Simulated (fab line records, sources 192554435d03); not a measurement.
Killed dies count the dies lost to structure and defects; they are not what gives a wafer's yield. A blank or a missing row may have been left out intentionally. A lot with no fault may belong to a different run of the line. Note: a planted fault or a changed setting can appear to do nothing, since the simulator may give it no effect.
A lot that was struck, set against a sound lot :: flow n5Finfet :: 20 steps out of a route of 1938
Sound: these wafers, L915.1, L915.2, L915.6. Struck: wafers L908.3, L908.4, L908.6. The cause is given at the end.
At each step with rows: each side's tool, then ch and its chambers, then its first start. Under that, the readings that differ: sound wafers :: struck wafers :: difference of the means :: sigmas: that difference in standard deviations of wafers without a fault.
alike: same words and numbers on both sides, and readings whose means sit less than 2 such deviations apart. not compared: any withheld reading, any reading some wafer has no value for, any bound like >300 that may hide the same value, and any number with overlapping values for which the record gives no deviation.
The two part at a step that has a row with sigmas, a row that says differs or no value, or rows on one side only. Numbers that don't overlap but have no deviation are shown without sigmas and don't part them. A reading that every wafer of one side lacks parts them only if that side has two wafers or more.

first, 9 steps without rows for these wafers: N5_BEOL_M5_PRE_CLEAN_77 (time 15 s); N5_BEOL_M5_CO_CAP_78 (material Co, precursor CCTBA/H2, target thk 2 nm, time 102.1 s); N5_BEOL_M5_PRE_CLEAN_55 (time 15 s); N5_BEOL_M5_DEP_56 (deposits SiCN from 3MS/NH3, target thk 8 nm, time 14 s); N5_BEOL_M6_ILD_DEP_00 (deposits SiCOH lowk from DEMS/porogen, target thk 179.75 nm, time 33.4 s); N5_BEOL_M6_CURE_74 (cures SiCOH lowk, time 240 s); N5_BEOL_M6_PECVD_70 (deposits SiO2 from TEOS/O2, target thk 20 nm, time 22.7 s); N5_BEOL_M6_HM_DEP_02 (deposits TiN, target thk 20 nm); N5_BEOL_M6_COAT_59 (time 60 s, resist thk 100 nm).
N5_BEOL_M6_COAT_60: time 60 s, resist thk 35 nm.
  sound on lithoTrack-01 ch 0, day 14 21:44; struck on lithoTrack-01 ch 0, day 12 12:01
reading: spinSpeedRpm (rpm)
sound: 1497.1 1501.5 1500.9
struck: 1560.4 1560.8 1559.3
difference: +60.3
sigmas: +55

reading: model.SiARC_of_BEOL_M6_COAT_60.thkNm (nm)
sound: 35 35 35
struck: 34.4 34.4 34.4
difference: -0.6
sigmas: 
  alike: chillPlateTempC
then, 7 steps without rows for these wafers: N5_BEOL_M6_COAT_05 (resist thk 90 nm); N5_BEOL_M6_EBR_07; N5_BEOL_M6_SOFTBAKE_06 (time 60 s); N5_BEOL_M6_EXPOSE_08 (exposes mask M6); N5_BEOL_M6_PEB_09 (peb time 60 s); N5_BEOL_M6_DEVELOP_10 (develop time 30 s); N5_BEOL_M6_DESCUM_16 (chemistry O2, time 7.9 s).
N5_BEOL_M6_ETCH_61: etches SiARC in CF4, target depth 45.5 nm, time 75.8 s.
  sound on rieDiel-05 ch 0,1,2, day 14 22:22; struck on rieDiel-05 ch 0,1,2, day 12 12:23
reading: model.etch.depthNm (nm)
sound: 35.03 34.95 34.98
struck: 34.43 34.45 34.44
difference: -0.55
sigmas: 
  alike: biasW, chamberPressureMTorr, drypumpMotorCurrentA, etchRfOnTimeS, mfcArSccm, oesProductAu, rfVppV, showerheadPlenumPTorr, throttleValvePct
  not compared: rfHoursCounterH, model.CAR-ArF_of_BEOL_M6_COAT_05.thkNm
N5_BEOL_M6_ETCH_62: etches SOC in N2/H2, target depth 110 nm, overetch 22 nm, time 165 s.
  sound on rieDiel-05 ch 0,1,2, day 14 22:25; struck on rieDiel-05 ch 0,1,2, day 12 12:26
reading: model.SiARC_of_BEOL_M6_COAT_60.thkNm (nm)
sound: 28.4 28.2 28.2
struck: 27.8 27.8 27.8
difference: -0.5
sigmas: 
  alike: biasW, chamberPressureMTorr, drypumpMotorCurrentA, oesProductAu, rfVppV, showerheadPlenumPTorr, throttleValvePct
  not compared: rfHoursCounterH
then, 1 step without rows for these wafers: N5_BEOL_M6_STRIP_68 (strips in N2/H2).

WHERE THEY PART
Only at N5_BEOL_M6_COAT_60, within this record. Later steps at which nothing parts them and some readings are alike: N5_BEOL_M6_ETCH_61, N5_BEOL_M6_ETCH_62.

WHY: what the simulator had put in
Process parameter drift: lithoTrack-01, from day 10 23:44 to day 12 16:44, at N5_BEOL_M6_COAT_60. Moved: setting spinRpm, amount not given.
